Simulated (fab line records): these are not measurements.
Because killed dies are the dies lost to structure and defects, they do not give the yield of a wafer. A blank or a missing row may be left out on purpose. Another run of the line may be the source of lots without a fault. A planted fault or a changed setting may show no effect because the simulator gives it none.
Split-lot study	flow n5_finfet	7 lots, 21 wafers read, on a route of 1938 steps

## THE SPLIT ITSELF
At N5_BEOL_M10_TRENCH_ETCH_37 (etches SiCOH lowk in C4F6/O2, target depth 148.83 nm, time 48 s), the setting source_w was moved away from the recipe's 345 W on 3 of the 21 wafers read, by -17.7% to -5.5%. The other wafers ran this setting at the recipe's value.

## FROM THE SPLIT TO THE READING: what the file shows between them, 11 steps
- N5_BEOL_M10_ETCH_41: etches SiCN in CH3F/O2, target depth 42.6 nm, time 86 s
- N5_BEOL_M10_STRIP_77: strips in N2/H2, time 10 s
- N5_BEOL_M10_OCD_MEAS_38
- N5_BEOL_M10_HM_STRIP_39: strips TiN in peroxide tin strip, target depth 25 nm, time 158 s
- N5_BEOL_M10_SRD_40: time 30 s
- N5_BEOL_M10_ECD_50: material Cu, target thk 318 nm
- N5_BEOL_M10_ANNEAL_51: time 90 s
- N5_BEOL_M10_CMP_52: polishes, stops on SiCOH lowk, t overpolish 7 s, target thk 140 nm
- N5_BEOL_M10_THK_MEAS_53: measures by xrf
- N5_BEOL_M10_PRE_CLEAN_55: time 15 s
- N5_BEOL_M10_DEP_56: deposits SiCN from 3MS/NH3, target thk 15 nm, time 26.5 s

## THE READING
At N5_BEOL_M10_RS_MEAS_57, a four-point-probe measurement gives M10_RS in ohm/sq. A value of 0.1505 ohm/sq with a standard deviation of 0.002 ohm/sq is what fault-free wafers of this fab line usually give.

wafer	tool, chamber at the split	source_w as run, W	against the recipe	M10_RS, ohm/sq	against lot-mates on the recipe
L074.2	rie_diel-02, 2	345	recipe	0.1485	-
L074.4	rie_diel-02, 1	345	recipe	0.1485	-
L074.5	rie_diel-02, 2	345	recipe	0.1485	-
L076.1	rie_diel-03, 0	345	recipe	0.1491	-
L076.2	rie_diel-03, 2	345	recipe	0.1486	-
L076.6	rie_diel-03, 3	345	recipe	0.1478	-
L077.2	rie_diel-03, 0	345	recipe	0.1535	-
L077.4	rie_diel-03, 3	345	recipe	0.1477	-
L077.6	rie_diel-03, 1	345	recipe	0.1508	-
L082.2	rie_diel-02, 0	345	recipe	0.1532	-
L082.3	rie_diel-02, 1	345	recipe	0.1511	-
L082.4	rie_diel-02, 2	325.9	-5.5%	0.1547	+0.0025
L083.1	rie_diel-03, 3	345	recipe	0.1494	-
L083.3	rie_diel-03, 1	345	recipe	0.1501	-
L083.4	rie_diel-03, 0	345	recipe	0.1515	-
L090.1	rie_diel-02, 1	283.8	-17.7%	0.1638	+0.0175
L090.2	rie_diel-02, 0	345	recipe	0.1463	-
L090.6	rie_diel-02, 0	283.8	-17.7%	0.1609	+0.0146
L095.1	rie_diel-03, 3	345	recipe	0.1490	-
L095.4	rie_diel-03, 3	345	recipe	0.1504	-
L095.6	rie_diel-03, 3	345	recipe	0.1493	-

FIT RESULTS
A straight line over all 21 wafers: M10_RS changes by -0.000724 ohm/sq for each +1% of source_w; r = -0.91; the points scatter about the line by 0.0018 ohm/sq.
The same after taking each lot's own level away (the mean of its wafers on the recipe; 21 wafers): -0.00089 ohm/sq for each +1%; r = -0.97; scatter 0.0013 ohm/sq.
Per that fit: largest source_w move, reading shift of 0.016 ohm/sq.
Measured against the standard deviation above, the lots' own levels, which go from 0.14630 to 0.15215 ohm/sq, span 2.9 times it.
So the slope is not independent of the lot-to-lot level: the two fits are not the same.
Check: with one of the wafers moved furthest among these (-17.7%) left out of the fit, the line predicts +0.014 ohm/sq for it against its lot-mates. It came out at +0.0175 ohm/sq against them.
Tool readings at the split's step, against how far the setting was moved: rf_vpp_V r = -0.97.

## THE OTHER SPLITS THESE WAFERS WENT THROUGH
Note: prior to the reading, these wafers also went through further splits. Each is held against what the fit with the lots' levels taken away leaves over:
other split on the same wafers	wafers away from the commonest value	r with M10_RS (lot level and that fit taken away)
N5_BEOL_M8_TRENCH_ETCH_37 time_s	6	-0.46
N5_BEOL_M10_PEB_26 peb_time_s	7	-0.06

## THE WHOLE CHAIN: every reading that the file lists as answering this split, in the file's order
step	what it does	reading	change (the file's fit)	r (the file's)
N5_BEOL_M10_TRENCH_ETCH_37	etches SiCOH lowk in C4F6/O2, target depth 148.83 nm, time 48 s	rf_vpp_V	-3.91 V for each +1% of the setting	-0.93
N5_BEOL_M10_TRENCH_ETCH_37	etches SiCOH lowk in C4F6/O2, target depth 148.83 nm, time 48 s	BEOL_M10.feature_depth_nm (the simulator's own value, which no gauge read)	+0.719 nm for each +1% of the setting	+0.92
N5_BEOL_M10_TRENCH_ETCH_37	etches SiCOH lowk in C4F6/O2, target depth 148.83 nm, time 48 s	etch.depth_nm (the simulator's own value, which no gauge read)	+0.711 nm for each +1% of the setting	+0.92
N5_BEOL_M10_OCD_MEAS_38		trench_depth_nm	+0.712 nm for each +1% of the setting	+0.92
N5_BEOL_M10_CMP_52	polishes, stops on SiCOH lowk, t overpolish 7 s, target thk 140 nm	Cu_of_BEOL_M10_ECD_50.thk_nm (the simulator's own value, which no gauge read)	+0.71 nm for each +1% of the setting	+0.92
N5_BEOL_M10_THK_MEAS_53	measures by xrf	M10_THK	+0.685 for each +1% of the setting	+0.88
N5_BEOL_M10_RS_MEAS_57	measures by four-point-probe	M10_RS	-0.000868 for each +1% of the setting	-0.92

## THE FILE'S OWN FIT
M10_RS changes by -0.000868 ohm/sq for each +1% of source_w, r = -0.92.
